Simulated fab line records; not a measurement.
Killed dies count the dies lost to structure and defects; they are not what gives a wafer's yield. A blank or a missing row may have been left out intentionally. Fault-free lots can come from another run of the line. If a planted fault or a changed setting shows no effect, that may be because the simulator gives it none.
Which tool did it?    flow nand_harc    Sampling: 15 lots, 45 wafers, 6 of 1159 route steps

== WHAT THE GAUGES SHOWED, per wafer ==
NHARC_A_M1_CD_MEAS_09: target cd 120 nm. Usual: cd_nm at 119.8 nm, with a standard deviation of 0.62.
lot   measured      on         cd_nm (nm)         flag
L937  day 18 07:52  cd_sem-01  119.9 120.4 119.5  
L940  day 18 08:45  cd_sem-01  119.3 119.3 118.8  
L936  day 18 11:21  cd_sem-01  120.3 119.8 120.6  
L935  day 18 19:10  cd_sem-02  120.1 120.3 119.5  
L938  day 18 19:27  cd_sem-01  120.2 119.9 119.5  
L944  day 19 12:12  cd_sem-02  120.4 119.8 120.1  
L945  day 19 22:12  cd_sem-03  118.8 120.4 119.8  
L942  day 19 23:20  cd_sem-01  119.9 119.4 119.1  
L950  day 20 12:00  cd_sem-02  119.8 118.5 118.4  
L948  day 21 04:16  cd_sem-02  121.3 119.4 120.2  
L952  day 22 01:56  cd_sem-03  119.9 120.2 120.0  
L954  day 22 11:31  cd_sem-03  119.9 119.5 119.5  
L958  day 22 22:59  cd_sem-02  118.8 119.4 119.3  
L956  day 23 03:05  cd_sem-03  119.0 120.3 119.6  
L957  day 23 06:00  cd_sem-03  118.8 119.8 119.6  

NHARC_A_M1_THK_MEAS_24: measures by xrf. Usual: thk_nm at 154.4 nm, with a standard deviation of 1.4.
lot   measured      on             thk_nm (nm)        flag
L937  day 18 10:28  film_metro-01  154.1 152.4 153.9  
L940  day 18 11:25  film_metro-01  154.5 156.6 154.9  
L936  day 18 14:09  film_metro-01  154.4 152.7 152.8  
L935  day 18 21:54  film_metro-01  156.5 156.7 154.2  
L938  day 18 22:04  film_metro-01  154.3 156.8 153.9  
L944  day 19 14:51  film_metro-01  152.6 152.1 153.9  
L945  day 20 00:50  film_metro-01  31.4 30.2 29.9     OFF
L942  day 20 01:56  film_metro-02  31.6 31.6 30.0     OFF
L950  day 20 14:38  film_metro-01  30.2 29.3 29.0     OFF
L948  day 21 07:24  film_metro-01  153.7 152.5 154.3  
L952  day 22 04:32  film_metro-01  152.1 153.0 153.8  
L954  day 22 14:08  film_metro-02  154.5 154.7 155.5  
L958  day 23 01:50  film_metro-02  152.4 151.9 152.6  
L956  day 23 05:52  film_metro-02  154.4 152.2 154.6  
L957  day 23 08:43  film_metro-01  151.5 153.7 152.6  

NHARC_A_M1_INSPECT_27. Usual: raw_defect_count at 431, with a standard deviation of 96.
lot   measured      on                 raw_defect_count  flag
L937  day 18 10:38  defect_inspect-02  365 429 284       
L940  day 18 11:34  defect_inspect-01  445 404 491       
L936  day 18 14:18  defect_inspect-02  470 298 313       
L935  day 18 22:03  defect_inspect-01  350 373 545       
L938  day 18 22:14  defect_inspect-01  463 347 385       
L944  day 19 15:01  defect_inspect-02  458 437 527       
L945  day 20 01:00  defect_inspect-01  322 364 296       
L942  day 20 02:06  defect_inspect-01  557 353 493       
L950  day 20 14:47  defect_inspect-02  562 402 642       
L948  day 21 07:34  defect_inspect-01  294 559 361       
L952  day 22 04:41  defect_inspect-01  570 360 419       
L954  day 22 14:18  defect_inspect-01  427 340 401       
L958  day 23 02:01  defect_inspect-02  401 439 426       
L956  day 23 06:01  defect_inspect-02  331 489 343       
L957  day 23 08:52  defect_inspect-02  391 356 344       

== EACH LOT AND THE TOOL THAT RAN IT (in order: tool; ch and the chambers of the sampled wafers; start) ==
lot   NHARC_A_M1_STRIP_18                 NHARC_A_M1_ECD_22               NHARC_A_M1_CMP_23
L937  rie_diel-08 ch 0,1,2, day 18 08:27  ecd_cu-02 ch 0,1, day 18 09:26  cmp-02 ch 0,2,3, day 18 10:10
L940  rie_diel-12 ch 0,1,3, day 18 09:19  ecd_cu-01 ch 0,1, day 18 10:20  cmp-02 ch 0,1,3, day 18 11:07
L936  rie_diel-08 ch 0,2,3, day 18 11:55  ecd_cu-01 ch 0,1, day 18 12:59  cmp-03 ch 0,1,3, day 18 13:50
L935  rie_diel-12 ch 0,2, day 18 19:46    ecd_cu-01 ch 0,1, day 18 20:47  cmp-04 ch 0,1,3, day 18 21:37
L938  rie_diel-10 ch 0,2,3, day 18 20:02  ecd_cu-02 ch 0,1, day 18 21:01  cmp-04 ch 0,2,3, day 18 21:45
L944  rie_diel-10 ch 1,3, day 19 12:46    ecd_cu-02 ch 0,1, day 19 13:46  cmp-04 ch 0,2, day 19 14:34
L945  rie_diel-10 ch 0,1,3, day 19 22:47  ecd_cu-02 ch 0,1, day 19 23:52  cmp-03 ch 1,2,3, day 20 00:32
L942  rie_diel-10 ch 1,3, day 19 23:55    ecd_cu-01 ch 0,1, day 20 00:54  cmp-02 ch 0,2,3, day 20 01:39
L950  rie_diel-08 ch 0,2, day 20 12:35    ecd_cu-01 ch 0,1, day 20 13:38  cmp-04 ch 0,3, day 20 14:19
L948  rie_diel-12 ch 0,1, day 21 05:22    ecd_cu-02 ch 0,1, day 21 06:25  cmp-03 ch 1,3, day 21 07:05
L952  rie_diel-08 ch 1,2,3, day 22 02:29  ecd_cu-01 ch 0,1, day 22 03:32  cmp-02 ch 0,2,3, day 22 04:13
L954  rie_diel-10 ch 0,1,3, day 22 12:08  ecd_cu-02 ch 0,1, day 22 13:12  cmp-03 ch 1,3, day 22 13:51
L958  rie_diel-08 ch 0,3, day 22 23:37    ecd_cu-02 ch 0,1, day 23 00:37  cmp-03 ch 2,3, day 23 01:31
L956  rie_diel-08 ch 0,1,3, day 23 03:44  ecd_cu-01 ch 1, day 23 04:49    cmp-02 ch 0,2, day 23 05:33
L957  rie_diel-08 ch 1,3, day 23 06:38    ecd_cu-01 ch 1, day 23 07:41    cmp-03 ch 0,3, day 23 08:24
- NHARC_A_M1_STRIP_18: strips in N2/H2.
- NHARC_A_M1_ECD_22: material Cu, target thk 400 nm.
- NHARC_A_M1_CMP_23: polishes, t overpolish 20 s, target thk 154.34 nm.

== AS READ BY THE TOOLS THEMSELVES (means over the sampled wafers that have a number; for cases with no such wafer, the mark the record gives instead) ==
NHARC_A_M1_STRIP_18. Usual: drypump_motor_current_A 5.6 A, standard deviation 0.47; oes_product_au 0.997 a.u., standard deviation 0.0086; rf_fwd_power_W 997.1 W, standard deviation 3; rf_vpp_V 90.8 V, standard deviation 0.95; showerhead_plenum_p_Torr 2.08 Torr, standard deviation 0.083; throttle_valve_pct 14.170 %, standard deviation 0.0093.
lot   tool         drypump_motor_current_A (A)  oes_product_au (a.u.)  rf_fwd_power_W (W)  rf_vpp_V (V)  showerhead_plenum_p_Torr (Torr)  throttle_valve_pct (%)  flag
L937  rie_diel-08  5.7                          0.996                  998.8               91.5          2.09                             14.166                  
L940  rie_diel-12  5.9                          0.999                  992.7               91.1          2.13                             14.166                  
L936  rie_diel-08  5.7                          0.997                  998.4               91.6          2.12                             14.164                  
L935  rie_diel-12  5.6                          0.999                  994.0               91.8          2.09                             14.167                  
L938  rie_diel-10  5.4                          0.991                  997.3               90.2          1.96                             14.167                  
L944  rie_diel-10  5.3                          0.996                  999.5               90.7          1.98                             14.168                  
L945  rie_diel-10  5.6                          0.992                  996.3               89.7          1.99                             14.167                  
L942  rie_diel-10  5.3                          0.991                  998.7               90.6          1.98                             14.176                  
L950  rie_diel-08  5.8                          0.991                  995.9               90.6          2.09                             14.169                  
L948  rie_diel-12  6.0                          0.990                  994.2               90.6          2.09                             14.173                  
L952  rie_diel-08  5.4                          1.001                  996.6               90.8          2.07                             14.167                  
L954  rie_diel-10  5.6                          0.999                  997.9               90.5          1.99                             14.167                  
L958  rie_diel-08  5.9                          1.007                  998.1               90.0          2.17                             14.170                  
L956  rie_diel-08  5.6                          1.002                  997.5               91.9          2.12                             14.175                  
L957  rie_diel-08  5.3                          0.991                  999.6               90.9          2.07                             14.172                  

NHARC_A_M1_ECD_22. Usual: bath_heat_duty_pct 6.5 %, standard deviation 0.59; bath_temp_c 25.00 C, standard deviation 0.1.
lot   tool       bath_heat_duty_pct (%)  bath_temp_c (C)  flag
L937  ecd_cu-02  5.7                     24.99            
L940  ecd_cu-01  6.2                     24.89            
L936  ecd_cu-01  6.9                     25.03            
L935  ecd_cu-01  6.7                     25.08            
L938  ecd_cu-02  6.3                     24.99            
L944  ecd_cu-02  6.7                     25.02            
L945  ecd_cu-02  -                       -                OFF
L942  ecd_cu-01  -                       -                OFF
L950  ecd_cu-01  -                       -                OFF
L948  ecd_cu-02  5.9                     24.99            
L952  ecd_cu-01  6.7                     24.99            
L954  ecd_cu-02  5.6                     25.00            
L958  ecd_cu-02  5.7                     25.05            
L956  ecd_cu-01  6.7                     25.13            
L957  ecd_cu-01  6.7                     25.19            

NHARC_A_M1_CMP_23. Usual: motor_current_A 12.0 A, standard deviation 1.4; pad_life_wafers 273, standard deviation 170; time_to_endpoint_s 29.1 s, standard deviation 2.7.
lot   tool    motor_current_A (A)  pad_life_wafers  time_to_endpoint_s (s)  flag
L937  cmp-02  12.7                 475              28.7                    
L940  cmp-02  13.5                 488              31.1                    
L936  cmp-03  12.1                 343              24.4                    
L935  cmp-04  12.1                 164              30.2                    
L938  cmp-04  10.8                 169              27.1                    
L944  cmp-04  10.2                 272              30.9                    
L945  cmp-03  11.9                 2                2.5                     OFF
L942  cmp-02  12.8                 170              2.5                     OFF
L950  cmp-04  11.0                 444              5.5                     OFF
L948  cmp-03  11.4                 169              27.1                    
L952  cmp-02  12.6                 415              26.9                    
L954  cmp-03  11.7                 350              26.0                    
L958  cmp-03  11.5                 414              27.0                    
L956  cmp-02  12.3                 13               27.7                    
L957  cmp-03  12.1                 450              25.3                    

== THE ANSWER, worked out from the rows above alone ==
Rule: take the mean of a lot's wafers that have a number; if it is more than 3 standard deviations from the usual mean, the lot is off. A lot without any number at a reading at which 4 lots or more have one is off too. All remaining lots with rows at the step are treated as sound. First the gauges in route order, then the tools' own readings, where a lot's mean is used as printed above. The first step at which some lot is off is used, and at that step the reading that is off furthest; a lot without a number counts as furthest.
Off: L945, L942, L950, at NHARC_A_M1_THK_MEAS_24 (thk_nm).
A tool fits if, at a process step before that reading, it ran every lot that is off, and no sound lot after the first of them. The gauges at NHARC_A_M1_THK_MEAS_24 aren't tried: what is off there is off at NHARC_A_M1_ECD_22 too, on other tools, and a gauge's error can't cause that. No candidate that was tried fits.

== WHAT THE SIMULATOR PUT IN ==
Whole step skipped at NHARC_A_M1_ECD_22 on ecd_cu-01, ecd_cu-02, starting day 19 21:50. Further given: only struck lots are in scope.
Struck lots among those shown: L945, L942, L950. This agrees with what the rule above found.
